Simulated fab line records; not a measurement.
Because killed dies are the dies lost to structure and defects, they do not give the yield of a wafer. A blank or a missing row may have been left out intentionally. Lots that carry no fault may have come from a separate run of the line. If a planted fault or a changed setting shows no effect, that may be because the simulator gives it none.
Which tool is to blame? | flow nand_harc | 72 wafers from 24 lots sampled at 4 of the route's 1159 steps

## WHAT THE GAUGES READ, wafer by wafer
NHARC_A_CONTACT_CD_MEAS_42: target cd 200 nm. Usual: 199.6 nm for cd_nm, sd 0.7.
lot  | measured     | on        | cd_nm (nm)        | flag
L075 | day 16 14:08 | cd_sem-01 | 199.9 199.1 198.4 |
L074 | day 16 14:34 | cd_sem-01 | 200.4 199.0 200.2 |
L077 | day 16 18:29 | cd_sem-02 | 199.5 200.0 199.4 |
L078 | day 16 19:16 | cd_sem-01 | 198.6 199.7 198.4 |
L079 | day 17 14:20 | cd_sem-01 | 199.5 200.6 199.1 |
L076 | day 17 14:50 | cd_sem-03 | 198.6 199.2 199.5 |
L084 | day 18 00:36 | cd_sem-01 | 200.7 200.1 201.2 |
L081 | day 18 00:45 | cd_sem-02 | 199.7 199.7 200.8 |
L080 | day 18 06:19 | cd_sem-01 | 199.4 199.1 199.5 |
L083 | day 18 16:08 | cd_sem-02 | 198.7 199.8 198.6 |
L082 | day 18 17:45 | cd_sem-03 | 199.0 200.1 199.5 |
L088 | day 19 06:30 | cd_sem-01 | 199.0 200.4 199.6 |
L087 | day 19 06:40 | cd_sem-03 | 199.3 199.4 199.8 |
L086 | day 19 20:08 | cd_sem-02 | 198.3 199.5 198.9 |
L085 | day 19 20:22 | cd_sem-03 | 199.5 200.0 199.9 |
L090 | day 20 07:22 | cd_sem-03 | 199.9 199.8 199.9 |
L091 | day 20 07:39 | cd_sem-01 | 199.5 200.6 199.0 |
L092 | day 20 12:19 | cd_sem-02 | 200.6 200.8 199.9 |
L089 | day 20 18:32 | cd_sem-02 | 198.5 200.2 199.2 |
L094 | day 21 09:58 | cd_sem-01 | 199.9 200.6 199.6 |
L095 | day 21 14:02 | cd_sem-01 | 199.0 199.2 200.3 |
L096 | day 21 18:52 | cd_sem-02 | 200.1 200.4 200.1 |
L093 | day 21 19:13 | cd_sem-01 | 198.6 199.2 200.0 |
L097 | day 22 02:38 | cd_sem-01 | 200.2 200.1 201.3 |

NHARC_A_CONTACT_OVL_MEAS_70. Usual: overlay_x_nm 0.1 nm, standard deviation 0.9; overlay_y_nm -0.2 nm, standard deviation 0.87.
lot  | measured     | on         | overlay_x_nm (nm) | overlay_y_nm (nm) | flag
L075 | day 16 21:32 | overlay-02 | 1.3 1.0 1.0       | -0.1 -0.7 0.0     |
L074 | day 16 23:02 | overlay-01 | 0.3 0.8 0.2       | 0.5 0.9 -0.1      |
L077 | day 17 02:17 | overlay-01 | 0.0 -0.4 0.0      | 0.6 0.8 0.7       |
L078 | day 17 02:43 | overlay-01 | -0.9 -0.2 0.1     | -0.4 -0.1 -0.4    |
L079 | day 17 21:33 | overlay-02 | -0.7 -0.6 -0.3    | 0.2 -0.2 -0.2     |
L076 | day 17 21:47 | overlay-01 | 1.8 1.5 1.4       | -0.6 -1.1 -0.7    |
L084 | day 18 07:58 | overlay-01 | 0.9 1.0 1.2       | 0.7 0.8 0.3       |
L081 | day 18 08:11 | overlay-02 | -1.7 -1.6 -1.8    | -1.6 -1.9 -2.1    |
L080 | day 18 15:28 | overlay-02 | 0.6 0.2 1.1       | 0.6 0.0 0.4       |
L083 | day 18 23:11 | overlay-02 | -1.0 -0.9 -1.1    | -0.6 -0.7 0.4     |
L082 | day 19 00:58 | overlay-02 | 0.1 0.4 -0.1      | 0.2 0.7 0.4       |
L088 | day 19 13:44 | overlay-02 | -0.1 -1.3 -0.4    | 2.2 2.2 1.7       |
L087 | day 19 14:10 | overlay-01 | -0.1 -0.4 -0.7    | -1.5 -1.7 -1.2    |
L086 | day 20 03:09 | overlay-01 | -0.8 -0.7 -0.2    | 0.4 0.2 0.1       |
L085 | day 20 05:22 | overlay-02 | 0.0 0.7 0.0       | -1.0 -0.9 -1.0    |
L090 | day 20 15:51 | overlay-01 | 1.0 1.3 0.6       | -0.4 -0.4 -0.5    |
L091 | day 20 16:18 | overlay-01 | 1.5 1.7 0.8       | -0.9 -0.9 -0.1    |
L092 | day 20 20:21 | overlay-02 | 2.2 1.6 1.5       | -0.3 0.0 -1.0     |
L089 | day 21 01:35 | overlay-02 | -1.6 -1.4 -1.0    | -1.4 -0.8 -0.8    |
L094 | day 21 17:34 | overlay-02 | 0.9 0.9 0.7       | -1.0 -1.3 -1.5    |
L095 | day 21 21:11 | overlay-01 | -0.8 -0.8 -0.8    | -0.1 -0.4 -0.1    |
L096 | day 22 02:16 | overlay-01 | 0.3 0.1 0.7       | 0.3 0.1 0.2       |
L093 | day 22 04:02 | overlay-01 | 0.2 0.2 0.5       | -0.5 -0.4 0.1     |
L097 | day 22 10:19 | overlay-02 | -0.4 0.0 -0.4     | 0.0 -0.4 -0.4     |

## WHICH TOOL RAN EACH LOT (tool, then ch and the chambers of the sampled wafers, then the start)
lot  | NHARC_A_CONTACT_ETCH_51                       | NHARC_A_CONTACT_ETCH_102
L075 | rie_diel-02 ch 1,2,3, day 16 17:56 or earlier | rie_diel-05 ch 0,1,2, day 16 17:56
L074 | rie_diel-05 ch 0,1,2, day 16 19:20 or earlier | rie_diel-05 ch 0,1,2, day 16 19:20
L077 | rie_diel-02 ch 0,2,3, day 16 23:02 or earlier | rie_diel-05 ch 0,1, day 16 23:02
L078 | rie_diel-08 ch 0,1, day 16 23:24 or earlier   | rie_diel-05 ch 0,2, day 16 23:24
L079 | rie_diel-08 ch 2,3, day 17 18:10 or earlier   | rie_diel-05 ch 0,1, day 17 18:10
L076 | rie_diel-05 ch 0,2,3, day 17 18:37 or earlier | rie_diel-05 ch 0,1, day 17 18:37
L084 | rie_diel-02 ch 2,3, day 18 04:43 or earlier   | rie_diel-08 ch 0,1,2, day 18 04:43
L081 | rie_diel-05 ch 1,2,3, day 18 05:05 or earlier | rie_diel-05 ch 0,2, day 18 05:05
L080 | rie_diel-08 ch 0,2,3, day 18 10:06 or earlier | rie_diel-08 ch 1,2,3, day 18 10:06
L083 | rie_diel-02 ch 0,2, day 18 20:02 or earlier   | rie_diel-05 ch 0,1,3, day 18 20:02
L082 | rie_diel-08 ch 1,2, day 18 21:35 or earlier   | rie_diel-05 ch 0,2,3, day 18 21:35
L088 | rie_diel-08 ch 1,2,3, day 19 10:40 or earlier | rie_diel-08 ch 0,3, day 19 10:40
L087 | rie_diel-08 ch 0,2, day 19 10:56 or earlier   | rie_diel-05 ch 0,1, day 19 10:56
L086 | rie_diel-05 ch 0,2, day 19 23:57 or earlier   | rie_diel-02 ch 1,3, day 19 23:57
L085 | rie_diel-08 ch 1,2,3, day 20 00:45 or earlier | rie_diel-02 ch 0,1,3, day 20 00:45
L090 | rie_diel-02 ch 0,1,2, day 20 11:08 or earlier | rie_diel-02 ch 0,1,2, day 20 11:08
L091 | rie_diel-05 ch 0,1,2, day 20 11:25 or earlier | rie_diel-05 ch 0,1,2, day 20 11:25
L092 | rie_diel-02 ch 2,3, day 20 17:08 or earlier   | rie_diel-02 ch 1,2,3, day 20 17:08
L089 | rie_diel-02 ch 1,2, day 20 22:23 or earlier   | rie_diel-08 ch 0,1,2, day 20 22:23
L094 | rie_diel-08 ch 1,3, day 21 14:12 or earlier   | rie_diel-05 ch 1,2, day 21 14:12
L095 | rie_diel-02 ch 2,3, day 21 17:59 or earlier   | rie_diel-05 ch 1,3, day 21 17:59
L096 | rie_diel-05 ch 0,2,3, day 21 22:40 or earlier | rie_diel-05 ch 0,2,3, day 21 22:40
L093 | rie_diel-02 ch 0,2,3, day 21 23:11 or earlier | rie_diel-02 ch 0,1,3, day 21 23:11
L097 | rie_diel-08 ch 1,3, day 22 07:04 or earlier   | rie_diel-08 ch 0,1, day 22 07:04
- NHARC_A_CONTACT_ETCH_51: etches the open film in O2/COS, target depth 3600 nm, time 936 s.
- NHARC_A_CONTACT_ETCH_102: etches the open film in CF4/O2, target depth 70 nm, overetch 7 nm, time 38.5 s.

## AS READ BY THE TOOLS THEMSELVES (means over the sampled wafers that have a number; for cases with no such wafer, the mark the record gives instead)
NHARC_A_CONTACT_ETCH_51. Usual: drypump_motor_current_A 5.7 A, standard deviation 0.41; oes_product_au 0.996 a.u., standard deviation 0.013; rf_vpp_V 313.6 V, standard deviation 1.5; showerhead_plenum_p_Torr 3.09 Torr, standard deviation 0.091; throttle_valve_pct 28.329 %, standard deviation 0.0084.
lot  | tool        | drypump_motor_current_A (A) | oes_product_au (a.u.) | rf_vpp_V (V) | showerhead_plenum_p_Torr (Torr) | throttle_valve_pct (%) | flag
L075 | rie_diel-02 | 6.0                         | 0.995                 | 313.4        | 3.10                            | 28.337                 |
L074 | rie_diel-05 | 6.0                         | 0.979                 | 313.6        | 3.08                            | 28.332                 |
L077 | rie_diel-02 | 5.7                         | 0.992                 | 313.5        | 3.07                            | 28.336                 |
L078 | rie_diel-08 | 5.7                         | 1.010                 | 311.9        | 2.97                            | 28.329                 |
L079 | rie_diel-08 | 5.7                         | 0.996                 | 315.7        | 3.19                            | 28.321                 |
L076 | rie_diel-05 | 6.0                         | 0.994                 | 313.8        | 3.12                            | 28.332                 |
L084 | rie_diel-02 | 6.1                         | 1.001                 | 313.2        | 3.07                            | 28.331                 |
L081 | rie_diel-05 | 5.9                         | 1.008                 | 313.6        | 3.09                            | 28.331                 |
L080 | rie_diel-08 | 5.8                         | 0.995                 | 314.1        | 3.10                            | 28.333                 |
L083 | rie_diel-02 | 5.4                         | 0.991                 | 314.0        | 3.06                            | 28.333                 |
L082 | rie_diel-08 | 5.6                         | 0.993                 | 313.4        | 3.13                            | 28.325                 |
L088 | rie_diel-08 | 5.4                         | 0.991                 | 315.1        | 3.12                            | 28.330                 |
L087 | rie_diel-08 | 6.0                         | 1.003                 | 312.2        | 3.01                            | 28.328                 |
L086 | rie_diel-05 | 6.0                         | 0.984                 | 313.2        | 3.07                            | 28.335                 |
L085 | rie_diel-08 | 5.4                         | 0.994                 | 313.3        | 3.12                            | 28.326                 |
L090 | rie_diel-02 | 5.7                         | 0.987                 | 313.7        | 3.09                            | 28.326                 |
L091 | rie_diel-05 | 6.0                         | 0.990                 | 313.6        | 3.07                            | 28.336                 |
L092 | rie_diel-02 | 6.0                         | 1.002                 | 313.3        | 3.01                            | 28.334                 |
L089 | rie_diel-02 | 6.0                         | 0.993                 | 314.4        | 3.11                            | 28.335                 |
L094 | rie_diel-08 | 5.2                         | 0.983                 | 314.4        | 3.11                            | 28.324                 |
L095 | rie_diel-02 | 6.1                         | 1.004                 | 313.3        | 3.05                            | 28.328                 |
L096 | rie_diel-05 | 5.9                         | 0.997                 | 314.2        | 3.12                            | 28.322                 |
L093 | rie_diel-02 | 5.7                         | 1.000                 | 313.6        | 3.05                            | 28.326                 |
L097 | rie_diel-08 | 5.2                         | 0.989                 | 314.0        | 3.11                            | 28.330                 |

NHARC_A_CONTACT_ETCH_102. Usual: drypump_motor_current_A 5.8 A, standard deviation 0.34; oes_product_au 0.998 a.u., standard deviation 0.016; rf_vpp_V 197.4 V, standard deviation 1.1; showerhead_plenum_p_Torr 1.32 Torr, standard deviation 0.035; throttle_valve_pct 13.397 %, standard deviation 0.0094.
lot  | tool        | drypump_motor_current_A (A) | oes_product_au (a.u.) | rf_vpp_V (V) | showerhead_plenum_p_Torr (Torr) | throttle_valve_pct (%) | flag
L075 | rie_diel-05 | 5.9                         | 0.997                 | 197.2        | 1.32                            | 13.402                 |
L074 | rie_diel-05 | 5.9                         | 0.984                 | 196.3        | 1.32                            | 13.394                 |
L077 | rie_diel-05 | 5.9                         | 1.002                 | 196.7        | 1.33                            | 13.396                 |
L078 | rie_diel-05 | 6.0                         | 0.984                 | 197.1        | 1.33                            | 13.385                 |
L079 | rie_diel-05 | 5.8                         | 1.012                 | 197.9        | 1.31                            | 13.395                 |
L076 | rie_diel-05 | 5.8                         | 1.008                 | 197.3        | 1.31                            | 13.399                 |
L084 | rie_diel-08 | 5.7                         | 1.005                 | 197.1        | 1.30                            | 13.393                 |
L081 | rie_diel-05 | 6.1                         | 0.979                 | 197.5        | 1.31                            | 13.392                 |
L080 | rie_diel-08 | 5.4                         | 0.994                 | 197.6        | 1.34                            | 13.407                 |
L083 | rie_diel-05 | 5.8                         | 1.006                 | 198.3        | 1.34                            | 13.392                 |
L082 | rie_diel-05 | 5.9                         | 0.999                 | 197.7        | 1.33                            | 13.398                 |
L088 | rie_diel-08 | 5.6                         | 1.006                 | 197.2        | 1.32                            | 13.401                 |
L087 | rie_diel-05 | 5.8                         | 0.994                 | 196.7        | 1.31                            | 13.395                 |
L086 | rie_diel-02 | 6.0                         | 0.997                 | 197.8        | 1.35                            | 13.396                 |
L085 | rie_diel-02 | 5.7                         | 0.996                 | 198.0        | 1.34                            | 13.397                 |
L090 | rie_diel-02 | 5.6                         | 0.994                 | 196.8        | 1.32                            | 13.392                 |
L091 | rie_diel-05 | 5.9                         | 0.998                 | 197.9        | 1.31                            | 13.401                 |
L092 | rie_diel-02 | 6.0                         | 0.995                 | 197.3        | 1.32                            | 13.403                 |
L089 | rie_diel-08 | 5.7                         | 0.992                 | 196.7        | 1.30                            | 13.398                 |
L094 | rie_diel-05 | 6.0                         | 0.998                 | 197.4        | 1.29                            | 13.400                 |
L095 | rie_diel-05 | 5.8                         | 1.014                 | 198.4        | 1.34                            | 13.392                 |
L096 | rie_diel-05 | 5.9                         | 0.999                 | 197.6        | 1.33                            | 13.386                 |
L093 | rie_diel-02 | 5.7                         | 0.993                 | 198.6        | 1.34                            | 13.407                 |
L097 | rie_diel-08 | 5.7                         | 0.996                 | 195.6        | 1.25                            | 13.389                 |

## THE ANSWER, worked out from the rows above alone
Rule: a lot is off if the mean of its wafers that have a number lies more than 3 standard deviations from the usual mean. A lot without any number at a reading at which 4 lots or more have one is off too. Where the step has rows for the other lots, those lots are counted as sound. First the gauges in route order, then the tools' own readings, where a lot's mean is used as printed above. At the first step where some lot is off, the reading lying furthest off is the one used; lots without a number count as furthest.
Nothing can be told from this: no lot is off at any reading shown.

## WHAT THE SIMULATOR PUT IN
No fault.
